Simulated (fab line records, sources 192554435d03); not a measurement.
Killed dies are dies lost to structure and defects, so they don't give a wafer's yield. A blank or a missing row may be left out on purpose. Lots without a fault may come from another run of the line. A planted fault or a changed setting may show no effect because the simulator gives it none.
fab line records | flow n5_finfet
record lots=6 wafers=17 last_day=20
route steps=1938 shown FIN_SAQP@118 PASSIVATION@1936
lots that met no fault: from a run of the same line without faults
start_h: hours from the record's first day to the start of the lot's first wafer shown | wait_h: hours since the lot's step before | " the same as in the row above | L1.1+2: a row that stands for several wafers | - no value, or no start given | * or withheld: withheld | < > ~ a bound
route shown NAME@n: a module of which the file shows steps, and the number in the route of the first | usual: mean/standard deviation of fault-free wafers | same: alike in all rows | chamber/n: place in a boat | sites: the reading at each site | _std_site: their standard deviation | _edge_site: outer sites' mean less inner sites' | radius_mm: how far each site lies from the wafer's centre | mask NAME#n: copy n | behind: the tool/chamber that last shaped the wafer | hold: why the lot was held/for how many hours/how that ended | device: the transistor (n, p or np) that didn't switch | end of line: the same wafers' tests at the end of the route | a step without rows: its recipe alone | killed: dies lost to structure and defects at the first sort, not the wafer's yield | map: a wafer's dies, x killed, . not, _ none there
set.NAME: the setting as run; set.NAME@STEP: as run at that earlier step | model.NAME: the simulator's own value behind a step, which no gauge read
lots at some steps of the route; a table a step, a row a wafer
services: from which hour (start_h, from the record's first day; less than 0 if before it) a tool's chamber was out of use, for how many hours, and why
## steps
# step N5_FIN_SAQP_HM_OPEN_73
# recipe chemistry=CHF3/O2 target=SiO2 stop_on=a-Si target_depth_a=120 over_etch_frac=1.8 mask_material=SOC time_s=16.8 pressure_mtorr=30 source_w=650 bias_w=170 Ar_flow_sccm=200 CHF3_flow_sccm=50 O2_flow_sccm=5 ion_energy_ev=200 ends=end_point
# step N5_FIN_SAQP_STRIP_74
# recipe chemistry=CHF3/O2 resist=SiARC rf_frequency_hz=6e+07
# step N5_FIN_SAQP_MANDREL_ETCH_22
# recipe target_depth_a=600 chemistry=HBr/Cl2 target=a-Si stop_on=SiNx bt_time_s=10 over_etch_frac=0.5 time_s=30 pressure_mtorr=10 icp_w=800 bias_w=75 HBr_flow_sccm=150 Cl2_flow_sccm=80 ends=end_point
# usual drypump_motor_current_A=5.3/0.35 oes_product_au=0.764/0.017 throttle_valve_pct=35.5/0.4
# columns lot.wafer tool chamber start_h wait_h drypump_motor_current_A oes_product_au rf_hours_counter_h throttle_valve_pct
L752.1 rie_si-02 2 23.74 0.0 5.8 0.784 125 35.7
L752.4 " 0 " " 5.6 0.780 2 34.6
L752.6 " 3 " " 6.5 0.768 - 35.4
L754.1 rie_si-01 0 34.13 0.0 6.0 0.765 187 35.6
L754.3 " 3 " " 5.4 0.757 129 35.7
L754.6 " 1 " " 5.0 0.786 - 35.2
L758.2 rie_si-06 0 57.91 0.0 5.5 0.744 49 34.9
L758.4 " 1 " " 5.3 0.767 128 35.6
L758.5 " 0 " " 5.5 0.759 - 34.9
L763.3 rie_si-06 2 88.17 0.0 5.1 0.785 2 35.4
L763.5 " 3 " " 5.5 0.782 - 36.4
L763.6 " 2 " " 5.1 0.777 - 35.4
L766.3 rie_si-06 1 106.15 0.0 5.3 0.759 129 35.6
L766.4 " 2 " " 5.1 0.794 2 35.3
L766.5 " 0 " " 5.5 0.759 - 34.9
L768.2 rie_si-01 1 117.87 0.0 5.0 0.772 59 35.2
L768.4 " 0 " " 5.9 0.773 188 35.6
# step N5_FIN_SAQP_STRIP_55
# recipe chemistry=N2/H2 power_w=500 temp_c=40 pressure_mtorr=50 rf_frequency_hz=6e+07 overash_fraction=0.3 bias_power_w=28 h2_frac=0.5 n2_flow_sccm=300 h2_flow_sccm=300
# usual drypump_motor_current_A=5.6/0.42 oes_product_au=0.76/0.058 rf_vpp_V=121.8/1.5 showerhead_plenum_p_Torr=3.34/0.12 throttle_valve_pct=18.8/0.42
# same overash_fraction=0.3
# columns lot.wafer tool chamber start_h wait_h drypump_motor_current_A oes_product_au rf_hours_counter_h rf_vpp_V showerhead_plenum_p_Torr throttle_valve_pct
L752.1 rie_diel-01 3 23.84 0.1 5.1 0.82 82 122.7 3.23 18.5
L752.4 " 1 " " 5.8 0.86 56 121.5 3.58 18.9
L752.6 " 1 " " 5.8 0.86 - 123.6 3.58 18.9
L754.1 rie_diel-05 1 34.23 0.1 6.2 0.82 87 121.5 3.36 18.9
L754.3 " 0 " " 5.1 0.78 140 120.1 3.24 18.9
L754.6 " 0 " " 5.2 0.78 - 119.2 3.24 18.9
L758.2 rie_diel-05 1 58.01 0.1 6.2 0.81 95 123.0 3.35 18.9
L758.4 " 0 " " 5.2 0.77 148 122.4 3.23 18.9
L758.5 " 2 " " 5.3 0.73 - 121.8 3.43 18.2
L763.3 rie_diel-05 2 88.27 0.1 5.3 0.72 186 122.5 3.42 18.3
L763.5 " 0 " " 5.1 0.76 - 119.5 3.23 19.0
L763.6 " 1 " " 6.1 0.80 - 120.7 3.35 19.0
L766.3 rie_diel-05 1 106.25 0.1 6.2 0.80 108 121.9 3.35 18.9
L766.4 " 0 " " 5.1 0.76 161 118.7 3.22 19.0
L766.5 " 2 " " 5.3 0.72 - 120.8 3.42 18.3
L768.2 rie_diel-01 2 117.97 0.1 5.1 0.72 187 122.5 3.37 19.9
L768.4 " 0 " " 6.2 0.70 215 123.6 3.43 18.9
# step N5_FIN_SAQP_STRIP_23
# recipe chemistry=SPM time_s=750 temp_c=130 h2so4_h2o2_vol_ratio=4
# step N5_FIN_SAQP_SRD_66
# recipe dry=ipa_marangoni time_s=30 temp_c=23 rinse_liquid=diw
# step N5_FIN_SAQP_RECESS_75
# recipe chemistry=HF/NH3 target=SiO2 target_depth_a=144 afs_cycles=3 temp_c=30 sublimation_temp_c=180 sublimation_time_s=60
# usual drypump_motor_current_A=5.6/0.34
# columns lot.wafer tool chamber start_h wait_h drypump_motor_current_A
L752.1 vapor_etch-02 1 25.07 0.9 5.1
L752.4 " 0 " " 5.6
L752.6 " 1 " " 5.1
L754.1 vapor_etch-01 1 34.55 0.0 5.8
L754.3 " 0 " " 6.0
L754.6 " 0 " " 6.0
L758.2 vapor_etch-02 0 58.35 0.0 5.6
L758.4 " 1 " " 5.1
L758.5 " 0 " " 5.6
L763.3 vapor_etch-02 1 88.71 0.1 5.1
L763.5 " 0 " " 5.6
L763.6 " 1 " " 5.1
L766.3 vapor_etch-01 0 106.72 0.1 6.0
L766.4 " 1 " " 5.9
L766.5 " 1 " " 5.9
L768.2 vapor_etch-02 1 118.29 0.0 5.1
L768.4 " 1 " " 5.1
# step N5_FIN_SAQP_SPACER1_ALD_24
# recipe material=SiO2 target_thk_a=203 temp_c=300 ald_precursor_family=BDEAS ald_co_reactant=O2-plasma pulse_time_s=1 purge_time_s=2 co_reactant_purge_time_s=2 ald_cycles=218 pressure_torr=2
# step N5_FIN_SAQP_SPACER1_ETCHBACK_25
# recipe chemistry=CHF3/O2 mode=anisotropic_etchback target=SiO2 target_depth_a=244 time_s=12.2 pressure_mtorr=30 source_w=650 bias_w=170 Ar_flow_sccm=200 CHF3_flow_sccm=50 O2_flow_sccm=5 ion_energy_ev=200
# usual O2_flow_sccm=5.001/0.014 drypump_motor_current_A=5.6/0.4 oes_ar_750_au=0.77/0.05 oes_product_au=0.76/0.059 rf_vpp_V=525/13 showerhead_plenum_p_Torr=2.40/0.085 throttle_valve_pct=18.93/0.24
# columns lot.wafer tool chamber start_h wait_h O2_flow_sccm drypump_motor_current_A oes_ar_750_au oes_product_au rf_hours_counter_h rf_vpp_V showerhead_plenum_p_Torr throttle_valve_pct
L752.1 rie_diel-04 2 26.17 0.4 4.987 5.6 0.71 0.70 238 526 2.49 19.50
L752.4 " 0 " " 4.995 5.8 0.81 0.84 78 551 2.43 18.39
L752.6 " 0 " " 5.006 5.8 0.81 0.83 - 552 2.43 18.38
L754.1 rie_diel-04 0 35.65 0.4 5.002 5.8 0.80 0.83 82 552 2.43 18.39
L754.3 " 3 " " 4.987 5.5 0.83 0.83 98 507 2.33 18.81
L754.6 " 2 " " 5.016 5.6 0.70 0.69 - 524 2.49 19.50
L758.2 rie_diel-04 0 59.59 0.5 4.990 5.8 0.80 0.81 90 552 2.42 18.41
L758.4 " 3 " " 5.003 5.5 0.83 0.81 106 506 2.33 18.83
L758.5 " 2 " " 4.999 5.6 0.70 0.69 - 523 2.49 19.53
L763.3 rie_diel-04 0 89.80 0.4 5.007 5.8 0.78 0.81 103 549 2.42 18.42
L763.5 " 1 " " 4.988 6.2 0.76 0.75 - 516 2.33 19.13
L763.6 " 0 " " 5.012 5.8 0.79 0.81 - 550 2.42 18.42
L766.3 rie_diel-05 0 107.72 0.4 4.978 5.1 0.76 0.77 162 523 2.31 18.72
L766.4 " 2 " " 5.022 5.3 0.73 0.72 192 528 2.51 19.03
L766.5 " 2 " " 5.008 5.3 0.74 0.72 - 529 2.51 19.01
L768.2 rie_diel-05 0 119.43 0.4 4.996 5.1 0.76 0.76 166 523 2.31 18.73
L768.4 " 3 " " 5.014 5.4 0.71 0.69 210 517 2.31 18.90
# step N5_FIN_SAQP_MANDREL1_REMOVE_56
# recipe chemistry=HBr/Cl2/O2 bt_time_s=10 target=a-Si stop_on=SiNx endpoint=OES-SiCl over_etch_frac=1 icp_w=600 bias_w=22 HBr_flow_sccm=150 Cl2_flow_sccm=80 O2_flow_sccm=5 pressure_mtorr=10
# step N5_FIN_SAQP_CD_MEAS_27
# recipe target_cd_nm=20 landing_energy_ev=1000 detector=se_inlens polarity=line
# usual cd_nm=20.32/0.26
# columns lot.wafer tool chamber start_h wait_h cd_nm
L752.1 cd_sem-03 0 26.37 0.1 20.54
L752.4 " 0 " " 20.87
L752.6 " 0 " " 20.65
L754.1 cd_sem-03 0 35.85 0.1 20.69
L754.3 " 0 " " 20.45
L754.6 " 0 " " 20.56
L758.2 cd_sem-01 0 59.79 0.1 19.95
L758.4 " 0 " " 20.32
L758.5 " 0 " " 20.86
L763.3 cd_sem-01 0 90.01 0.1 20.40
L763.5 " 0 " " 20.95
L763.6 " 0 " " 20.05
L766.3 cd_sem-02 0 107.93 0.1 20.01
L766.4 " 0 " " 20.14
L766.5 " 0 " " 20.25
L768.2 cd_sem-01 0 119.63 0.1 20.37
L768.4 " 0 " " 20.54
# step N5_FIN_SAQP_ETCH_57
# recipe chemistry=CH3F/O2 target=SiNx mask_material=SiO2 target_depth_a=325 time_s=46.4 pressure_mtorr=30 source_w=395 bias_w=73 Ar_flow_sccm=150 CH3F_flow_sccm=30 O2_flow_sccm=20 ion_energy_ev=120 ends=cleared
# step N5_FIN_SAQP_ETCH_65
# recipe chemistry=CF4 target=SiO2 target_depth_a=40 ion_energy_ev=350 time_s=4.4 pressure_mtorr=10 icp_w=800 bias_w=400 cf4_flow_sccm=80
# usual drypump_motor_current_A=5.36/0.27 oes_product_au=0.999/0.012 throttle_valve_pct=21.84/0.18
# columns lot.wafer tool chamber start_h wait_h drypump_motor_current_A oes_product_au rf_hours_counter_h throttle_valve_pct model.etch.depth_nm
L752.1 rie_si-06 0 26.53 0.1 5.51 0.998 48 21.64 4.082
L752.4 " 3 " " 5.52 1.002 82 22.15 4.014
L752.6 " 0 " " 5.49 0.999 - 21.64 4.049
L754.1 rie_si-01 0 36.01 0.1 5.91 1.008 187 21.86 4.064
L754.3 " 1 " " 5.05 1.010 57 21.75 3.898
L754.6 " 3 " " 5.43 0.990 - 22.03 4.041
L758.2 rie_si-06 1 59.94 0.1 5.33 1.009 128 21.79 4.066
L758.4 " 2 " " 5.08 0.997 1 21.76 3.834
L758.5 " 0 " " 5.50 1.004 - 21.65 4.091
L763.3 rie_si-01 0 90.16 0.1 5.96 1.001 188 21.87 4.037
L763.5 " 1 " " 5.08 1.006 - 21.77 3.923
L763.6 " 0 " " 5.93 1.012 - 21.85 4.057
L766.3 rie_si-06 1 108.08 0.1 5.34 0.997 129 21.79 4.06
L766.4 " 0 " " 5.50 0.783 50 21.58 2.68
L766.5 " 2 " " 5.13 0.789 - 21.69 2.507
L768.2 rie_si-06 0 119.78 0.1 5.51 1.010 50 21.66 4.118
L768.4 " 2 " " 5.07 0.786 2 21.68 2.539
# step N5_FIN_SAQP_MANDREL_ETCH_58
# recipe chemistry=HBr/Cl2 target=a-Si target_depth_a=450 bt_time_s=10 stop_on=SiNx mask_material=SiO2 over_etch_frac=0.8 time_s=27 pressure_mtorr=10 icp_w=800 bias_w=75 HBr_flow_sccm=150 Cl2_flow_sccm=80 ends=end_point
# usual drypump_motor_current_A=5.36/0.27 oes_product_au=0.696/0.015 throttle_valve_pct=35.7/0.52
# columns lot.wafer tool chamber start_h wait_h drypump_motor_current_A oes_product_au rf_hours_counter_h throttle_valve_pct
L752.1 rie_si-06 0 26.56 0.0 5.51 0.686 48 35.1
L752.4 " 3 " " 5.52 0.703 82 36.6
L752.6 " 0 " " 5.51 0.699 - 35.1
L754.1 rie_si-01 0 36.04 0.0 5.93 0.679 187 35.9
L754.3 " 1 " " 5.06 0.700 57 35.4
L754.6 " 3 " " 5.43 0.672 - 36.0
L758.2 rie_si-06 1 59.98 0.0 5.37 0.689 128 35.8
L758.4 " 2 " " 5.11 0.704 1 35.6
L758.5 " 0 " " 5.51 0.690 - 35.1
L763.3 rie_si-01 0 90.19 0.0 5.94 0.692 188 35.8
L763.5 " 1 " " 5.03 0.717 - 35.4
L763.6 " 0 " " 5.93 0.703 - 35.8
L766.3 rie_si-06 1 108.11 0.0 5.34 0.691 129 35.8
L766.4 " 0 " " 5.46 0.696 50 35.1
L766.5 " 2 " " 5.12 0.722 - 35.6
L768.2 rie_si-06 0 119.82 0.0 5.50 0.686 50 35.1
L768.4 " 2 " " 5.10 0.736 2 35.5
# step N5_PASSIVATION_PROBE_49
# usual killed_at_M0_to_M3=36/10 killed_at_M4_up=14/5.2 killed_at_contacts=12/6 killed_at_front_end=37/10 killed_at_other=4/3.3 killed_dies=104/18 killed_open=68/14 killed_short=34/7.4
# same gross_dies=1180 killed_at_back_side=0
# columns lot.wafer tool chamber start_h wait_h killed_at_M0_to_M3 killed_at_M4_up killed_at_contacts killed_at_front_end killed_at_other killed_dies killed_open killed_short
L752.1 prober-01 - 301.20 0.0 31 14 5 52 1 103 62 37
L752.4 prober-01 - 301.35 0.2 31 12 19 33 1 96 57 39
L752.6 prober-01 - 301.45 0.3 50 16 14 40 2 122 83 39
L754.1 prober-01 - 338.27 0.0 33 3 20 33 4 93 52 41
L754.3 prober-01 - 338.37 0.1 35 8 6 19 0 68 42 25
L754.6 prober-01 - 338.52 0.3 42 13 8 28 4 95 58 37
L758.2 prober-01 - 362.82 0.1 27 15 22 54 7 125 82 43
L758.4 prober-01 - 362.92 0.2 33 10 12 41 0 96 61 35
L758.5 prober-01 - 362.97 0.2 36 6 17 59 2 120 84 36
L763.3 prober-01 - 388.79 0.1 41 7 7 43 1 99 66 33
L763.5 prober-01 - 388.89 0.2 34 13 7 54 2 110 68 40
L763.6 prober-01 - 388.94 0.3 38 18 5 31 3 95 64 31
L766.3 prober-01 - 400.61 0.1 38 11 9 40 1 99 66 32
L766.4 prober-01 - 400.66 0.2 34 24 16 47 4 125 79 46
L766.5 prober-01 - 400.71 0.2 33 15 16 46 0 110 72 36
L768.2 prober-01 - 470.39 0.1 29 19 7 41 3 99 60 35
L768.4 prober-01 - 470.49 0.2 36 13 16 67 6 138 99 39
# killed by level:class
L752.1 FIN_SAQP:geometric_particle:open=27 FIN_SAQP:geometric_particle:short=9 BEOL_M1:geometric_particle:open=9 BEOL_M0_SAQP:geometric_particle:short=6 BEOL_M4:geometric_particle:open=6 MOL_CONTACT_COAG:geometric_particle:open=5 BEOL_M0_SAQP:geometric_particle:open=5 BEOL_M0:geometric_particle:short=4
L752.4 MOL_CONTACT_COAG:geometric_particle:open=14 BEOL_M1:geometric_particle:open=10 STI_FIN_REVEAL:geometric_particle:open=9 BEOL_M0_SAQP:geometric_particle:short=8 FIN_SAQP:geometric_particle:short=7 DUMMY_GATE:geometric_particle:open=6 GATE_CUT:geometric_particle:short=5 MOL_CONTACT_COAG:geometric_particle:short=5
L752.6 FIN_SAQP:geometric_particle:open=17 BEOL_M0_SAQP:geometric_particle:open=16 BEOL_M1:geometric_particle:open=14 MOL_CONTACT_COAG:geometric_particle:open=11 BEOL_M0_SAQP:geometric_particle:short=11 FIN_SAQP:geometric_particle:short=10 BEOL_M4:geometric_particle:open=8 BEOL_M2:geometric_particle:open=4
L754.1 MOL_CONTACT_COAG:geometric_particle:open=15 BEOL_M0_SAQP:geometric_particle:short=9 FIN_SAQP:geometric_particle:short=8 BEOL_M2:geometric_particle:open=6 BEOL_M0_SAQP:geometric_particle:open=6 DUMMY_GATE:geometric_particle:open=5 GATE_CUT:geometric_particle:short=5 MOL_CONTACT_COAG:geometric_particle:short=5
L754.3 BEOL_M2:geometric_particle:open=8 MOL_CONTACT_COAG:geometric_particle:open=6 BEOL_M1:geometric_particle:open=6 FIN_SAQP:geometric_particle:open=4 BEOL_M1:geometric_particle:short=4 BEOL_M0_SAQP:geometric_particle:open=4 BEOL_M0_SAQP:geometric_particle:short=4 STARTING-WAFER:geometric_particle:short=4
L754.6 BEOL_M0_SAQP:geometric_particle:open=11 BEOL_M1:geometric_particle:open=7 BEOL_M4:geometric_particle:open=7 MOL_CONTACT_COAG:geometric_particle:open=6 BEOL_M0_SAQP:geometric_particle:short=6 FIN_SAQP:geometric_particle:open=5 STI_FIN_REVEAL:geometric_particle:open=5 BEOL_M1:geometric_particle:short=5
L758.2 FIN_SAQP:geometric_particle:open=20 MOL_CONTACT_COAG:geometric_particle:open=13 FIN_SAQP:geometric_particle:short=9 MOL_CONTACT_COAG:geometric_particle:short=9 GATE_CUT:geometric_particle:short=7 BEOL_M3:geometric_particle:open=7 BEOL_M1:geometric_particle:open=6 BEOL_M0_SAQP:geometric_particle:open=5
L758.4 FIN_SAQP:geometric_particle:short=9 STI_FIN_REVEAL:geometric_particle:open=9 MOL_CONTACT_COAG:geometric_particle:open=9 BEOL_M0_SAQP:geometric_particle:short=7 BEOL_M3:geometric_particle:open=7 FIN_SAQP:geometric_particle:open=6 BEOL_M0_SAQP:geometric_particle:open=4 BEOL_M0:geometric_particle:open=4
L758.5 FIN_SAQP:geometric_particle:open=18 MOL_CONTACT_COAG:geometric_particle:open=15 BEOL_M3:geometric_particle:open=12 STI_FIN_REVEAL:geometric_particle:open=9 FIN_SAQP:geometric_particle:short=8 BEOL_M1:geometric_particle:open=7 BEOL_M0_SAQP:geometric_particle:short=6 GATE_CUT:geometric_particle:short=5
L763.3 BEOL_M0_SAQP:geometric_particle:short=10 STI_FIN_REVEAL:geometric_particle:open=10 BEOL_M3:geometric_particle:open=9 FIN_SAQP:geometric_particle:open=8 BEOL_M0_SAQP:geometric_particle:open=8 STI_FIN_REVEAL:geometric_particle:short=7 MOL_CONTACT_COAG:geometric_particle:open=7 BEOL_M1:geometric_particle:open=7
L763.5 STI_FIN_REVEAL:geometric_particle:open=13 FIN_SAQP:geometric_particle:short=10 FIN_SAQP:geometric_particle:open=8 BEOL_M3:geometric_particle:open=8 BEOL_M0_SAQP:geometric_particle:short=7 DUMMY_GATE:geometric_particle:open=6 STARTING-WAFER:geometric_particle:short=6 MOL_CONTACT_COAG:geometric_particle:open=5
L763.6 FIN_SAQP:geometric_particle:open=13 BEOL_M0_SAQP:geometric_particle:short=12 BEOL_M2:geometric_particle:open=9 BEOL_M4:geometric_particle:open=8 BEOL_M0_SAQP:geometric_particle:open=6 STI_FIN_REVEAL:geometric_particle:open=5 BEOL_M3:geometric_particle:open=5 FIN_SAQP:geometric_particle:short=4
L766.3 STI_FIN_REVEAL:geometric_particle:open=15 BEOL_M0_SAQP:geometric_particle:open=14 MOL_CONTACT_COAG:geometric_particle:open=9 BEOL_M0_SAQP:geometric_particle:short=9 BEOL_M2:geometric_particle:open=6 ILD0:geometric_particle:short=5 FIN_SAQP:geometric_particle:short=4 BEOL_M1:geometric_particle:open=4
L766.4 FIN_SAQP:geometric_particle:open=16 BEOL_M0_SAQP:geometric_particle:short=12 MOL_CONTACT_COAG:geometric_particle:open=12 BEOL_M0_SAQP:geometric_particle:open=11 BEOL_M4:geometric_particle:open=11 FIN_SAQP:geometric_particle:short=7 STI_FIN_REVEAL:geometric_particle:open=6 BEOL_M1:geometric_particle:open=4
L766.5 MOL_CONTACT_COAG:geometric_particle:open=13 BEOL_M0_SAQP:geometric_particle:open=10 STI_FIN_REVEAL:geometric_particle:open=9 GATE_CUT:geometric_particle:short=8 BEOL_M0_SAQP:geometric_particle:short=7 FIN_SAQP:geometric_particle:open=6 BEOL_M1:geometric_particle:open=6 GATE_CUT:geometric_particle:open=5
L768.2 BEOL_M0_SAQP:geometric_particle:short=9 BEOL_M4:geometric_particle:open=7 FIN_SAQP:geometric_particle:short=6 FIN_SAQP:geometric_particle:open=6 STI_FIN_REVEAL:geometric_particle:open=6 BEOL_M0_SAQP:geometric_particle:open=6 DUMMY_GATE:geometric_particle:open=5 GATE_CUT:geometric_particle:short=5
L768.4 STI_FIN_REVEAL:geometric_particle:open=25 MOL_CONTACT_COAG:geometric_particle:open=15 FIN_SAQP:geometric_particle:open=13 FIN_SAQP:geometric_particle:short=12 BEOL_M3:geometric_particle:open=11 BEOL_M2:geometric_particle:open=6 BEOL_M0_SAQP:geometric_particle:short=5 BEOL_M4:geometric_particle:open=5
## services
# columns tool chamber start_h hours kind
rie_si-01 - 6.72 2.8 pm
rie_si-02 - 23.93 2.8 pm
vapor_etch-01 - 43.57 2.8 pm
vapor_etch-01 - 51.16 3.3 repair
rie_diel-04 2 60.97 - clean
rie_diel-04 2 60.97 - consumable_replace:focus_ring
rie_diel-04 2 60.97 17.9 scheduled_down
rie_diel-04 2 60.97 17.9 vent_cycle
vapor_etch-01 1 63.01 2.8 repair
rie_si-06 - 74.70 2.8 pm
rie_si-01 - 98.96 0.4 repair
## key
first_sign step=N5_FIN_SAQP_ETCH_65 reading=oes_product_au direction=down sigmas=18 usual=0.999 struck=0.786
effect none on later readings
model_effect step=N5_FIN_SAQP_ETCH_65 value=etch.depth_nm without=3.921 struck=2.575
met_at N5_FIN_SAQP_ETCH_65
struck_wafers L766.4,L766.5,L768.4
tester_left_out L766,L768
onset_between 59.94 108.08
fault kind=process_parameter_drift tool=rie_si-06 chamber=- onset_h=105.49 steps=N5_FIN_SAQP_ETCH_65 channel=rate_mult offset=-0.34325 shape=step end_h=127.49 scope=struck_wafers_only
# tester_left_out: of these lots the tester's yield and bins aren't shown, on N5 and GAA mostly nor the transistor test; their killed dies are dies lost to structure and defects alone, not to doping, threshold or leakage, so they don't give the yield
